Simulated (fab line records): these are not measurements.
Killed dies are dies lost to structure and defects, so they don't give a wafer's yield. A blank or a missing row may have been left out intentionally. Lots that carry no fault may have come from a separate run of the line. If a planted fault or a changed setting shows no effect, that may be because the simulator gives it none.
A lot that was struck, set against a sound lot	flow n5 finfet	22 out of 1938 route steps
Sound: wafers L582.2, L582.3, L582.5. Struck: wafer L595.3 (L595.4, L595.5, from the same lot, were not struck and are left out); the cause is given at the end.
Order at every step that has rows: each side's tool, ch and its chambers, its first start. Under that, the readings that differ: sound wafers	struck wafers	difference of the means	sigmas: that difference in standard deviations of wafers without a fault.
alike: readings whose means differ by less than 2 such deviations, and words and numbers that are the same on both sides. not compared: withheld readings, readings that some wafer has no value for, bounds like >300 that may hide the same value, and numbers for which the record gives no deviation and whose values overlap.
A row with sigmas, a row that says differs or no value, or rows on one side alone: a step with any of these is where the two part. Numbers that don't overlap but have no deviation are shown without sigmas and don't part them. Lack of a reading on every wafer of one side parts them only where that side has two or more wafers.

first, 1 step without rows for these wafers: N5_MIM_BOT_ETCH_ETCH_03 (etches the open film in Cl2/BCl3, target depth 12 nm).
N5_MIM_BOT_ETCH_ETCH_00: etches TiN in Cl2/BCl3, target depth 45.5 nm.
  sound on rie metal-02 ch 1, day 12 02:45; struck on rie metal-01 ch 0, day 16 01:47
  alike: bcl3 flow sccm, drypump motor current A, oes product au, throttle valve pct
  not compared: rf hours counter h
N5_MIM_BOT_ETCH_STRIP_01: strips in O2.
  sound on rie diel-03 ch 2,3, day 12 02:58; struck on rie diel-02 ch 2, day 16 01:53
  alike: drypump motor current A, oes product au, rf vpp V, showerhead plenum p Torr, temp c, throttle valve pct
  not compared: rf hours counter h
then, 3 steps without rows for these wafers: N5_MIM_BOT_ETCH_STRIP_02 (strips in post etch residue remover, time 1200 s); N5_MIM_BOT_ETCH_CLEAN_05 (cleans in IPA, time 180 s); N5_MIM_BOT_ETCH_SRD_06 (time 30 s).
N5_PASSIVATION_PECVD_55: deposits SiO2 from SiH4/N2O, target thk 400 nm, time 22.5 s.
  sound on pecvd-02 ch 1,2, day 12 03:28; struck on pecvd-02 ch 0, day 16 02:23
  alike: heater power outer w, heater power w, showerhead plenum p Torr, showerhead vpp V, throttle valve pct
N5_PASSIVATION_PECVD_01: deposits SiNx from SiH4/NH3/N2, target thk 200 nm, time 43.2 s.
  sound on pecvd-02 ch 1,2, day 12 03:31; struck on pecvd-02 ch 0, day 16 02:25
  alike: heater power outer w, heater power w, showerhead plenum p Torr, showerhead vpp V, throttle valve pct
then, 4 steps without rows for these wafers: N5_PASSIVATION_HMDS_03 (time 60 s); N5_PASSIVATION_COAT_04; N5_PASSIVATION_EBR_06; N5_PASSIVATION_SOFTBAKE_05 (time 90 s).
N5_PASSIVATION_EXPOSE_07: exposes mask TV, defocus 0 nm, target cd 3000 nm.
  sound on krf scanner-01 ch 0, day 12 05:14; struck on krf scanner-01 ch 0, day 16 06:08
  alike: mask, focus offset nm
then, 3 steps without rows for these wafers: N5_PASSIVATION_PEB_08; N5_PASSIVATION_DEVELOP_09 (develop time 60 s); N5_PASSIVATION_HARDBAKE_11 (time 120 s).
N5_PASSIVATION_CD_MEAS_10: the cd target is 3000 nm.
  sound on cd sem-01 ch 0, day 12 05:24; struck on cd sem-03 ch 0, day 16 06:18
reading	sound	struck	difference	sigmas
cd nm (nm)	2995 3000 2997	3015	+18	+6
N5_PASSIVATION_OVL_MEAS_60:
  sound on overlay-01 ch 0, day 12 05:26; struck on overlay-01 ch 0, day 16 06:20
  alike: TV_OVL
N5_PASSIVATION_INSPECT_61: inspects for defects (macro).
  sound on defect inspect-01, day 12 05:27; struck on defect inspect-01, day 16 06:21
  alike: raw defect count
N5_PASSIVATION_DESCUM_12: chemistry O2, time 7.9 s.
  sound on rie diel-05 ch 0,3, day 12 06:04; struck on rie diel-04 ch 2, day 16 06:23
reading	sound	struck	difference	sigmas
model.TV_LITHO.cd nm (nm)	2995 3000 2997	3015	+18	
  alike: drypump motor current A, oes product au, rf vpp V, showerhead plenum p Torr, temp c, throttle valve pct
  not compared: rf hours counter h
N5_PASSIVATION_PASS_ETCH_74: etches SiNx in CF4/O2, target depth 220 nm, time 110 s.
  sound on rie diel-05 ch 0,3, day 12 06:08; struck on rie diel-04 ch 2, day 16 06:27
  alike: drypump motor current A, oes product au, rf vpp V, showerhead plenum p Torr, throttle valve pct
  not compared: rf hours counter h
following that, these wafers have no rows for 1 step: N5_PASSIVATION_PROBE_49.

== WHERE THEY PART ==
Only at N5_PASSIVATION_CD_MEAS_10, within this record. Later steps at which nothing parts them and some readings are alike: N5_PASSIVATION_OVL_MEAS_60, N5_PASSIVATION_INSPECT_61, N5_PASSIVATION_DESCUM_12, N5_PASSIVATION_PASS_ETCH_74.

WHY: what the simulator had put in
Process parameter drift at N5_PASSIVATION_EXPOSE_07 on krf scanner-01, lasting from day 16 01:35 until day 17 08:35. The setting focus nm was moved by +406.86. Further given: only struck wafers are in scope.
